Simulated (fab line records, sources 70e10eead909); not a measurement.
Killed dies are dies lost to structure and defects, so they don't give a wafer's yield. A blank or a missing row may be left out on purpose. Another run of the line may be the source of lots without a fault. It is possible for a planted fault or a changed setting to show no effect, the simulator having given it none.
fab line records | flow nandHarc
record: lots: 14 wafers: 42 lastDay: 33
route steps=1302 shown A_STAIRCASE@789
lots that met no fault: from a run of the same line without faults
startH: the number of hours between the record's first day and the start of the first shown wafer of the lot | waitH: how many hours have passed since the lot's step before this one | " same as the row above | L1.1+2: several wafers, shown together as one row | - no value, or no start given | * or withheld: withheld | < > ~ a bound
route shown NAME@n: NAME is a module with steps in the file, n the number in the route of the first one | usual: average and standard deviation across the fault-free wafers | same: alike in all rows | chamber/n: place in a boat | sites: the reading at each site | _std_site: the standard deviation of these | _edge_site: outer sites' mean less inner sites' | radiusMm: for every site, how far away it sits from the centre of the wafer | mask NAME#n: copy n | behind: the most recent tool/chamber to have shaped the wafer | hold: the reason the lot was held/the length of the hold in hours/how it ended | device: whichever transistor did not switch (one of n, p or np) | end of line: the route-end tests of the same wafers | a step without rows: its recipe alone | killed: dies lost to structure and defects at the first sort, not the wafer's yield | map: the dies of a wafer, with x for killed, . for not killed, _ for no die there
set.NAME: the setting that was run; set.NAME@STEP: the one run at that earlier step | model.NAME: the simulator's own value behind a step, which no gauge read
steps of the route over a sample of lots; a table a step, a row a wafer
services: from which hour (startH, from the record's first day; less than 0 if before it) a tool's chamber was out of use, for how many hours, and why
== steps ==
step: NHARC_A_STAIRCASE_ETCH_273
recipe: targetDepthA: 1.02e+05 timeS: 2468.6 ionEnergyEv: 800 c4f8FlowSccm: 80 o2FlowSccm: 60 arFlowSccm: withheld rfW: 600 biasW: 3000 chemistry: C4F8/O2/Ar
usual: oesProductAu: 0.940/0.017 rfVppV: 1825/10
columns lot.wafer tool chamber startH waitH oesProductAu rfHoursCounterH rfVppV
L726.3 rieDiel-13 2 - - 0.958 8 1808
L726.2 " 0 " " 0.954 7 1834
L726.6 " 2 " " 0.955 - 1808
L727.2 rieDiel-12 2 - - 0.925 32 1830
L727.5 " 2 " " 0.926 - 1832
L727.6 " 3 " " 0.931 - 1830
L729.3 rieDiel-13 0 - - 0.947 14 1836
L729.1 " 3 " " 0.970 13 1823
L729.4 " 0 " " 0.947 - 1836
L730.3 rieDiel-12 2 - - 0.909 40 1828
L730.2 " 3 " " 0.920 43 1830
L730.6 " 0 " " 0.925 - 1820
L733.1 rieDiel-04 2 - - 0.944 25 1827
L733.2 " 3 " " 0.929 24 1813
L733.6 " 1 " " 0.925 - 1821
L734.4 rieDiel-04 0 - - 0.939 28 1829
L734.1 " 1 " " 0.956 29 1820
L734.6 " 0 " " 0.937 - 1829
L735.1 rieDiel-12 0 - - 0.923 13 1818
L735.4 " 2 " " 0.933 11 1829
L735.6 " 1 " " 0.940 - 1846
L736.2 rieDiel-13 0 - - 0.972 35 1834
L736.1 " 2 " " 0.929 30 1810
L736.6 " 0 " " 0.983 - 1835
L740.4 rieDiel-12 0 - - 0.922 28 1817
L740.3 " 1 " " 0.937 27 1845
L740.1 " 2 " " 0.931 23 1827
L744.4 rieDiel-12 1 - - 0.943 41 1846
L744.3 " 0 " " 0.916 42 1816
L744.6 " 1 " " 0.946 - 1845
L745.2 rieDiel-13 2 - - 0.919 11 1847
L745.4 " 0 " " 0.953 10 1834
L745.5 " 3 " " 0.931 - 1821
L747.3 rieDiel-04 1 - - 0.920 10 1820
L747.2 " 2 " " 0.940 9 1826
L747.4 " 0 " " 0.909 10 1827
L746.4 rieDiel-12 3 - - 0.954 40 1828
L746.5 " 0 " " 0.921 - 1817
L746.6 " 1 " " 0.936 - 1846
L749.4 rieDiel-04 0 - - 0.921 19 1826
L749.3 " 1 " " 0.938 22 1819
L749.5 " 0 " " 0.924 - 1827
step: NHARC_A_STAIRCASE_DEP_301
recipe: targetThkA: 300 targetThkNm: 30 tempC: 400 pressureTorr: 3.5 flowSccm: 200 rfW: 350 material: SiON
usual: heaterPowerW: 756/100 rfFwdPowerW: 348.5/1.2 susceptorTempC: 400.01/0.24
columns lot.wafer tool chamber startH waitH heaterPowerW rfFwdPowerW susceptorTempC
L726.2 pecvd-04 2 387.28 1.3 658 346.4 400.13
L726.3 " 0 " " 828 349.8 400.01
L726.6 " 1 " " 778 349.6 400.04
L727.2 pecvd-02 2 394.74 1.7 797 348.5 400.17
L727.5 " 2 " " 781 349.0 400.19
L727.6 " 0 " " 697 348.5 399.70
L729.3 pecvd-03 1 411.68 1.0 1036 350.0 399.61
L729.1 " 2 " " 913 346.0 399.98
L729.4 " 2 " " 890 346.1 400.30
L730.3 pecvd-04 1 420.15 1.0 802 350.3 399.66
L730.2 " 2 " " 599 347.5 400.00
L730.6 " 0 " " 737 348.5 400.07
L733.1 pecvd-04 1 440.80 1.6 811 488.7 399.71
L733.2 " 2 " " 575 488.4 399.61
L733.6 " 2 " " 576 488.7 399.85
L734.1 pecvd-02 1 460.87 1.5 706 349.0 400.13
L734.4 " 1 " " 727 347.9 400.45
L734.6 " 2 " " 784 350.4 399.78
L735.1 pecvd-04 1 490.53 1.6 820 488.2 399.43
L735.4 " 0 " " 699 488.1 399.93
L735.6 " 1 " " 783 488.5 399.81
L736.2 pecvd-02 1 491.31 1.3 785 348.2 399.92
L736.1 " 2 " " 762 349.8 400.30
L736.6 " 0 " " 668 351.5 400.46
L740.1 pecvd-02 2 538.84 1.6 770 348.5 399.80
L740.3 " 0 " " 718 347.4 399.83
L740.4 " 1 " " 778 349.3 399.69
L744.3 pecvd-03 2 568.08 1.0 971 345.4 400.29
L744.6 " 2 " " 956 347.7 400.85
L744.4 " 0 " " 707 349.6 400.35
L745.2 pecvd-03 2 574.13 1.3 839 348.3 400.16
L745.5 " 0 " " 654 348.1 399.85
L745.4 " 1 " " 1017 348.5 400.12
L747.2 pecvd-02 2 583.41 1.3 761 347.6 399.82
L747.3 " 0 " " 702 348.0 400.01
L747.4 " 2 " " 776 347.4 400.26
L746.5 pecvd-02 0 583.92 0.4 739 348.6 399.88
L746.6 " 1 " " 724 347.2 400.00
L746.4 " 2 " " 650 348.5 399.89
L749.3 pecvd-02 0 617.48 1.0 744 349.9 399.96
L749.4 " 2 " " 764 348.5 400.20
L749.5 " 0 " " 736 349.9 400.13
step: NHARC_A_STAIRCASE_DESCUM_312
recipe: timeS: 3 o2FlowSccm: 200 arFlowSccm: 0 biasPowerW: 0 chemistry: O2
usual: drypumpMotorCurrentA: 5.7/0.48 oesProductAu: 1.005/0.016 rfVppV: 57.7/0.92 showerheadPlenumPTorr: 1.89/0.08 throttleValvePct: 11.311/0.0088
columns lot.wafer tool chamber startH waitH drypumpMotorCurrentA oesProductAu rfHoursCounterH rfVppV showerheadPlenumPTorr throttleValvePct
L726.3 rieDiel-12 2 388.28 - 5.1 0.999 34 59.6 1.93 11.316
L726.2 " 3 " " 6.1 0.993 34 58.1 1.94 11.309
L726.6 " 2 " " 5.1 0.992 - 56.2 1.93 11.311
L727.2 rieDiel-13 0 395.57 - 4.7 1.020 16 57.4 1.98 11.306
L727.6 " 0 " " 4.7 1.013 - 57.7 1.98 11.316
L727.5 " 3 " " 5.8 1.036 - 57.7 1.88 11.302
L729.3 rieDiel-13 1 412.52 - 6.1 1.023 20 56.3 1.83 11.304
L729.4 " 2 " " 5.7 1.007 16 57.0 1.77 11.322
L729.1 " 3 " " 5.8 1.046 20 55.7 1.88 11.307
L730.2 rieDiel-12 2 421.11 - 5.0 0.978 44 58.2 1.93 11.308
L730.3 " 3 " " 6.1 1.003 45 58.6 1.94 11.310
L730.6 " 1 " " 5.4 1.014 - 56.3 1.76 11.313
L733.2 rieDiel-13 2 441.76 - 5.7 0.997 21 56.7 1.77 11.320
L733.1 " 3 " " 5.8 1.037 26 58.2 1.88 11.316
L733.6 " 2 " " 5.7 0.995 - 57.2 1.77 11.322
L734.1 rieDiel-12 2 461.85 - 5.1 0.997 2 57.7 1.93 11.306
L734.4 " 3 " " 6.1 1.002 2 57.6 1.94 11.308
L734.6 " 3 " " 6.1 0.999 - 59.8 1.94 11.305
L735.1 rieDiel-13 1 491.81 - 6.1 1.007 38 56.5 1.82 11.308
L735.4 " 3 " " 5.9 1.043 40 58.0 1.87 11.313
L735.6 " 1 " " 6.2 1.000 - 58.0 1.82 11.308
L736.1 rieDiel-12 3 492.29 - 6.1 1.004 16 58.2 1.93 11.317
L736.2 " 0 " " 6.2 0.980 20 57.7 1.84 11.306
L736.6 " 3 " " 6.1 1.011 - 57.1 1.93 11.309
L740.3 rieDiel-12 3 539.88 - 6.2 1.004 26 58.7 1.93 11.329
L740.4 " 1 " " 5.4 1.013 35 57.7 2.06 11.322
L740.1 " 2 " " 5.1 0.991 28 57.7 1.92 11.309
L744.4 rieDiel-04 2 569.07 - 5.1 1.016 8 55.8 1.90 11.304
L744.3 " 3 " " 5.4 1.016 6 56.6 1.79 11.325
L744.6 " 0 " " 6.0 0.982 - 58.0 1.92 11.315
L745.2 rieDiel-04 1 575.09 - 5.5 0.996 11 59.0 1.86 11.311
L745.4 " 0 " " 6.0 0.972 10 57.3 1.92 11.310
L745.5 " 2 " " 5.1 1.023 - 58.2 1.90 11.313
L747.2 rieDiel-13 0 584.36 - 4.7 1.013 22 58.3 1.96 11.318
L747.3 " 2 " " 5.7 0.981 20 58.1 2.07 11.310
L747.4 " 3 " " 5.9 1.009 23 57.8 1.86 11.307
L746.4 rieDiel-12 2 584.83 - 5.1 1.001 45 58.6 1.91 11.304
L746.6 " 0 " " 6.2 0.977 - 56.1 1.83 11.309
L746.5 " 1 " " 5.4 1.011 - 57.4 2.06 11.317
L749.3 rieDiel-12 3 618.58 - 6.1 1.011 52 59.0 1.92 11.303
L749.4 " 0 " " 6.2 0.983 - 58.6 1.82 11.310
L749.5 " 2 " " 5.1 1.013 - 58.3 1.91 11.334
step: NHARC_A_STAIRCASE_HM_OPEN_463
recipe: o2FlowSccm: 400 cosFlowSccm: 20 arFlowSccm: 0 rfW: 500 biasW: 300 chemistry: O2/COS
usual: drypumpMotorCurrentA: 5.6/0.48 oesProductAu: 1.006/0.017 rfVppV: 466.6/2.8 showerheadPlenumPTorr: 3.09/0.12 throttleValvePct: 28.330/0.0086
columns lot.wafer tool chamber startH waitH drypumpMotorCurrentA oesProductAu rfHoursCounterH rfVppV showerheadPlenumPTorr throttleValvePct
L726.3 rieDiel-12 3 - - 6.1 0.989 34 468.1 3.17 28.326
L726.2 " 1 " " 5.4 1.019 33 462.7 2.89 28.323
L726.6 " 3 " " 6.1 0.994 - 468.6 3.17 28.336
L727.2 rieDiel-13 0 - - 4.7 1.021 16 470.6 3.23 28.342
L727.6 " 1 " " 6.2 1.010 - 464.5 2.99 28.332
L727.5 " 3 " " 5.9 1.048 - 465.6 3.07 28.334
L729.4 rieDiel-13 2 - - 5.7 1.014 16 462.8 2.90 28.331
L729.1 " 3 " " 5.9 1.044 20 466.5 3.07 28.331
L729.3 " 0 " " 4.7 1.022 20 468.9 3.23 28.318
L730.3 rieDiel-12 3 - - 6.2 0.994 45 465.8 3.16 28.333
L730.2 " 1 " " 5.4 1.002 42 461.6 2.89 28.337
L730.6 " 3 " " 6.1 0.999 - 468.2 3.16 28.305
L733.1 rieDiel-13 3 - - 5.9 1.043 26 466.3 3.07 28.310
L733.2 " 0 " " 4.7 1.023 26 471.0 3.22 28.336
L733.6 " 2 " " 5.7 1.017 - 463.0 2.90 28.332
L734.1 rieDiel-12 3 - - 6.1 1.001 2 470.8 3.16 28.338
L734.4 " 0 " " 6.3 0.992 4 465.6 3.01 28.333
L734.6 " 0 " " 6.2 0.975 - 464.0 3.01 28.330
L735.1 rieDiel-13 2 - - 5.7 0.992 34 461.4 2.89 28.321
L735.4 " 3 " " 5.9 1.034 40 465.2 3.06 28.313
L735.6 " 3 " " 5.9 1.032 - 465.8 3.06 28.330
L736.1 rieDiel-12 3 - - 6.2 1.012 16 467.8 3.15 28.322
L736.2 " 1 " " 5.4 1.016 19 473.5 3.36 28.333
L736.6 " 3 " " 6.2 1.020 - 467.8 3.15 28.331
L740.4 rieDiel-12 1 - - 5.4 1.010 35 472.2 3.35 28.336
L740.1 " 2 " " 5.1 0.996 28 466.8 3.13 28.329
L740.3 " 0 " " 6.2 0.992 36 464.5 3.00 28.328
L744.4 rieDiel-04 0 - - 6.0 0.984 8 466.9 3.13 28.323
L744.3 " 2 " " 5.2 1.023 8 467.5 3.11 28.319
L744.6 " 1 " " 5.5 1.003 - 465.1 3.03 28.321
L745.4 rieDiel-04 1 - - 5.5 0.999 11 464.4 3.03 28.338
L745.2 " 2 " " 5.1 1.019 11 466.8 3.11 28.321
L745.5 " 2 " " 5.2 1.025 - 467.2 3.10 28.343
L747.4 rieDiel-13 0 - - 4.7 1.014 22 468.2 3.20 28.336
L747.2 " 1 " " 6.2 1.002 19 463.1 2.96 28.332
L747.3 " 3 " " 5.9 1.022 23 466.1 3.04 28.335
L746.4 rieDiel-12 3 - - 6.1 1.002 42 467.5 3.14 28.334
L746.6 " 1 " " 5.4 1.015 - 472.1 3.35 28.324
L746.5 " 2 " " 5.1 1.002 - 467.0 3.12 28.319
L749.3 rieDiel-12 3 - - 6.1 0.996 52 466.7 3.13 28.333
L749.5 " 2 " " 5.1 1.015 - 467.6 3.12 28.331
L749.4 " 3 " " 6.1 0.996 - 467.6 3.13 28.345
== services ==
columns tool chamber startH hours kind
rieDiel-12 0 351.08 - clean
rieDiel-12 1 351.08 - clean
rieDiel-12 2 351.08 - clean
rieDiel-12 3 351.08 - clean
pecvd-03 - 366.15 13.0 pm
rieDiel-13 2 377.69 21.4 repair
pecvd-03 - 379.71 3.8 repair
pecvd-04 1 397.58 13.9 repair
pecvd-02 - 408.00 13.0 pm
rieDiel-12 0 438.34 3.9 repair
rieDiel-12 - 445.51 9.0 pm
pecvd-04 - 450.20 13.0 pm
rieDiel-04 2 466.57 3.3 repair
rieDiel-04 - 472.03 0.6 repair
rieDiel-13 0 483.34 1.6 repair
pecvd-02 - 486.74 1.2 repair
rieDiel-04 2 503.56 10.2 repair
rieDiel-12 3 503.65 6.6 repair
rieDiel-13 - 520.07 9.0 pm
rieDiel-04 - 533.30 9.0 pm
pecvd-03 - 547.48 13.0 pm
pecvd-02 - 589.00 13.0 pm
rieDiel-13 0 599.91 4.3 repair
rieDiel-12 1 607.56 12.0 repair
== key ==
firstSign: step: NHARC_A_STAIRCASE_DEP_301 reading: rfFwdPowerW direction: up sigmas: 99+ usual: * struck: *
effect none on later readings
metAt NHARC_A_STAIRCASE_DEP_301
struckLots L733,L735
laterRowsLeftOut L733.1,L733.2,L733.6,L735.1,L735.4,L735.6
sortLeftOut L733.1,L733.2,L733.6,L735.1,L735.4,L735.6
testerLeftOut L733,L735
notActingAt NHARC_A_STAIRCASE_ETCH_273,NHARC_A_STAIRCASE_DESCUM_312,NHARC_A_STAIRCASE_HM_OPEN_463
onsetBetween 420.15 440.80
fault: kind: processParameterDrift tool: pecvd-04 chamber: - onsetH: 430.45 steps: NHARC_A_STAIRCASE_DEP_301 channel: rfW offset: * shape: step actsIn: * stated: *
testerLeftOut: of these lots the tester's yield and bins aren't shown, on N5 and GAA mostly nor the transistor test; their killed dies are dies lost to structure and defects alone, not to doping, threshold or leakage, so they don't give the yield
sortLeftOut: the simulated sort isn't trusted on such a fault, so these wafers' sort isn't shown, and their yield isn't known
laterRowsLeftOut: the simulator's readings of these wafers behind a module that went badly wrong aren't trusted and aren't shown, but for the sort
